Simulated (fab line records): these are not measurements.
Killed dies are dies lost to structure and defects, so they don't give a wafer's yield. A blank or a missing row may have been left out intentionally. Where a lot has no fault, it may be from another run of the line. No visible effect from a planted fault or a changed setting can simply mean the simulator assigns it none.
Split-lot trial / flow n5_finfet / 21 wafers read from 7 lots, route of 1938 steps

== ABOUT THE SPLIT ==
At N5_PMOS_HMC_CHANNEL_EPI_HM_DEP_34 (deposits SiO2 from TEOS/O2, target thk 36 nm, time 6.9 s), the setting time_s was moved away from the recipe's 6.9 s on 8 of the 21 wafers read, by -12.6% to +9.7%. For the rest of the wafers, this setting stayed at what the recipe calls for.

== FROM THE SPLIT TO THE READING: what the file shows between them, 4 steps ==
- N5_PMOS_HMC_CHANNEL_EPI_COAT_03: resist thk 205 nm (also split here: spin_rpm)
- N5_PMOS_HMC_CHANNEL_EPI_EBR_05
- N5_PMOS_HMC_CHANNEL_EPI_SOFTBAKE_04: time 60 s
- N5_PMOS_HMC_CHANNEL_EPI_DESCUM_14: chemistry O2, time 7.9 s

== THE READING ==
SiO2_of_PMOS_HMC_CHANNEL_EPI_HM_DEP_34.thk_nm (the simulator's own value, which no gauge read), in nm, at N5_PMOS_HMC_CHANNEL_EPI_ETCH_32 (etches BARC in N2/H2, stops on SiO2, target depth 85.8 nm, time 50.3 s). The file does not state a usual value for it. The 13 wafers here that ran the recipe average 36.03 nm, standard deviation 0.57 nm.

wafer=L077.2; tool, chamber at the split=pecvd-03, 1; time_s as run, s=7.267; against the recipe=+5.3%; SiO2_of_PMOS_HMC_CHANNEL_EPI_HM_DEP_34.thk_nm, nm=37.65; against lot-mates on the recipe=+0.98
wafer=L077.4; tool, chamber at the split=pecvd-03, 0; time_s as run, s=6.9; against the recipe=recipe; SiO2_of_PMOS_HMC_CHANNEL_EPI_HM_DEP_34.thk_nm, nm=36.16; against lot-mates on the recipe=-
wafer=L077.5; tool, chamber at the split=pecvd-03, 1; time_s as run, s=6.9; against the recipe=recipe; SiO2_of_PMOS_HMC_CHANNEL_EPI_HM_DEP_34.thk_nm, nm=37.19; against lot-mates on the recipe=-
wafer=L078.1; tool, chamber at the split=pecvd-01, 0; time_s as run, s=7.568; against the recipe=+9.7%; SiO2_of_PMOS_HMC_CHANNEL_EPI_HM_DEP_34.thk_nm, nm=39.16; against lot-mates on the recipe=+2.80
wafer=L078.2; tool, chamber at the split=pecvd-01, 2; time_s as run, s=7.568; against the recipe=+9.7%; SiO2_of_PMOS_HMC_CHANNEL_EPI_HM_DEP_34.thk_nm, nm=38.76; against lot-mates on the recipe=+2.40
wafer=L078.3; tool, chamber at the split=pecvd-01, 2; time_s as run, s=6.9; against the recipe=recipe; SiO2_of_PMOS_HMC_CHANNEL_EPI_HM_DEP_34.thk_nm, nm=36.36; against lot-mates on the recipe=-
wafer=L079.2; tool, chamber at the split=pecvd-03, 1; time_s as run, s=6.9; against the recipe=recipe; SiO2_of_PMOS_HMC_CHANNEL_EPI_HM_DEP_34.thk_nm, nm=36.05; against lot-mates on the recipe=-
wafer=L079.3; tool, chamber at the split=pecvd-03, 0; time_s as run, s=6.9; against the recipe=recipe; SiO2_of_PMOS_HMC_CHANNEL_EPI_HM_DEP_34.thk_nm, nm=36.72; against lot-mates on the recipe=-
wafer=L079.6; tool, chamber at the split=pecvd-03, 1; time_s as run, s=6.9; against the recipe=recipe; SiO2_of_PMOS_HMC_CHANNEL_EPI_HM_DEP_34.thk_nm, nm=36.17; against lot-mates on the recipe=-
wafer=L081.3; tool, chamber at the split=pecvd-04, 1; time_s as run, s=7.17; against the recipe=+3.9%; SiO2_of_PMOS_HMC_CHANNEL_EPI_HM_DEP_34.thk_nm, nm=36.59; against lot-mates on the recipe=no lot-mate on the recipe
wafer=L081.5; tool, chamber at the split=pecvd-04, 1; time_s as run, s=7.17; against the recipe=+3.9%; SiO2_of_PMOS_HMC_CHANNEL_EPI_HM_DEP_34.thk_nm, nm=37.1; against lot-mates on the recipe=no lot-mate on the recipe
wafer=L081.6; tool, chamber at the split=pecvd-04, 2; time_s as run, s=7.17; against the recipe=+3.9%; SiO2_of_PMOS_HMC_CHANNEL_EPI_HM_DEP_34.thk_nm, nm=37.31; against lot-mates on the recipe=no lot-mate on the recipe
wafer=L093.1; tool, chamber at the split=pecvd-01, 0; time_s as run, s=6.031; against the recipe=-12.6%; SiO2_of_PMOS_HMC_CHANNEL_EPI_HM_DEP_34.thk_nm, nm=31.23; against lot-mates on the recipe=-3.68
wafer=L093.3; tool, chamber at the split=pecvd-01, 2; time_s as run, s=6.9; against the recipe=recipe; SiO2_of_PMOS_HMC_CHANNEL_EPI_HM_DEP_34.thk_nm, nm=34.91; against lot-mates on the recipe=-
wafer=L093.5; tool, chamber at the split=pecvd-01, 1; time_s as run, s=6.031; against the recipe=-12.6%; SiO2_of_PMOS_HMC_CHANNEL_EPI_HM_DEP_34.thk_nm, nm=31.17; against lot-mates on the recipe=-3.74
wafer=L095.1; tool, chamber at the split=pecvd-04, 1; time_s as run, s=6.9; against the recipe=recipe; SiO2_of_PMOS_HMC_CHANNEL_EPI_HM_DEP_34.thk_nm, nm=35.78; against lot-mates on the recipe=-
wafer=L095.2; tool, chamber at the split=pecvd-04, 2; time_s as run, s=6.9; against the recipe=recipe; SiO2_of_PMOS_HMC_CHANNEL_EPI_HM_DEP_34.thk_nm, nm=35.93; against lot-mates on the recipe=-
wafer=L095.5; tool, chamber at the split=pecvd-04, 1; time_s as run, s=6.9; against the recipe=recipe; SiO2_of_PMOS_HMC_CHANNEL_EPI_HM_DEP_34.thk_nm, nm=35.5; against lot-mates on the recipe=-
wafer=L096.1; tool, chamber at the split=pecvd-04, 2; time_s as run, s=6.9; against the recipe=recipe; SiO2_of_PMOS_HMC_CHANNEL_EPI_HM_DEP_34.thk_nm, nm=36.02; against lot-mates on the recipe=-
wafer=L096.2; tool, chamber at the split=pecvd-04, 0; time_s as run, s=6.9; against the recipe=recipe; SiO2_of_PMOS_HMC_CHANNEL_EPI_HM_DEP_34.thk_nm, nm=35.29; against lot-mates on the recipe=-
wafer=L096.5; tool, chamber at the split=pecvd-04, 0; time_s as run, s=6.9; against the recipe=recipe; SiO2_of_PMOS_HMC_CHANNEL_EPI_HM_DEP_34.thk_nm, nm=36.37; against lot-mates on the recipe=-

FIT RESULTS
A straight line over all 21 wafers: SiO2_of_PMOS_HMC_CHANNEL_EPI_HM_DEP_34.thk_nm changes by +0.346 nm for each +1% of time_s; r = +0.96; the points scatter about the line by 0.53 nm.
The same after taking each lot's own level away (the mean of its wafers on the recipe; 18 wafers): +0.279 nm for each +1%; r = +0.98; scatter 0.34 nm.
That fit puts the effect of the largest move of time_s on the reading at 3.5 nm.
Measured against the standard deviation above, the lots' own levels, which go from 34.910 to 36.675 nm, span 3.1 times it.
Hence the slope depends on the lot-to-lot level, as the two fits are not the same.
Check: with one of the wafers moved furthest among these (-12.6%) left out of the fit, the line predicts -3.53 nm for it against its lot-mates. Against them it came out at -3.68 nm.

== THESE WAFERS: OTHER SPLITS ==
Note: prior to the reading, these wafers also went through further splits. Each is held against what the fit with the lots' levels taken away leaves over:
other split on the same wafers=N5_WELL_APT_PEB_06 peb_time_s; wafers away from the commonest value=7; r with SiO2_of_PMOS_HMC_CHANNEL_EPI_HM_DEP_34.thk_nm (lot level and that fit taken away)=+0.13
other split on the same wafers=N5_WELL_APT_DEVELOP_07 develop_time_s; wafers away from the commonest value=9; r with SiO2_of_PMOS_HMC_CHANNEL_EPI_HM_DEP_34.thk_nm (lot level and that fit taken away)=-0.17
other split on the same wafers=N5_PMOS_HMC_CHANNEL_EPI_COAT_03 spin_rpm; wafers away from the commonest value=6; r with SiO2_of_PMOS_HMC_CHANNEL_EPI_HM_DEP_34.thk_nm (lot level and that fit taken away)=+0.05

== THE WHOLE CHAIN: every reading that the file lists as answering this split, in the file's order ==
step=N5_PMOS_HMC_CHANNEL_EPI_HM_DEP_34; what it does=deposits SiO2 from TEOS/O2, target thk 36 nm, time 6.9 s; reading=SiO2_of_PMOS_HMC_CHANNEL_EPI_HM_DEP_34.thk_nm (the simulator's own value, which no gauge read); change (the file's fit)=+0.27 nm for each +1% of the setting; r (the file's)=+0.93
step=N5_PMOS_HMC_CHANNEL_EPI_ETCH_32; what it does=etches BARC in N2/H2, stops on SiO2, target depth 85.8 nm, time 50.3 s; reading=SiO2_of_PMOS_HMC_CHANNEL_EPI_HM_DEP_34.thk_nm (the simulator's own value, which no gauge read); change (the file's fit)=+0.275 nm for each +1% of the setting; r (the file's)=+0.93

== THE FILE'S OWN FIT ==
SiO2_of_PMOS_HMC_CHANNEL_EPI_HM_DEP_34.thk_nm changes by +0.275 nm for each +1% of time_s, r = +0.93.
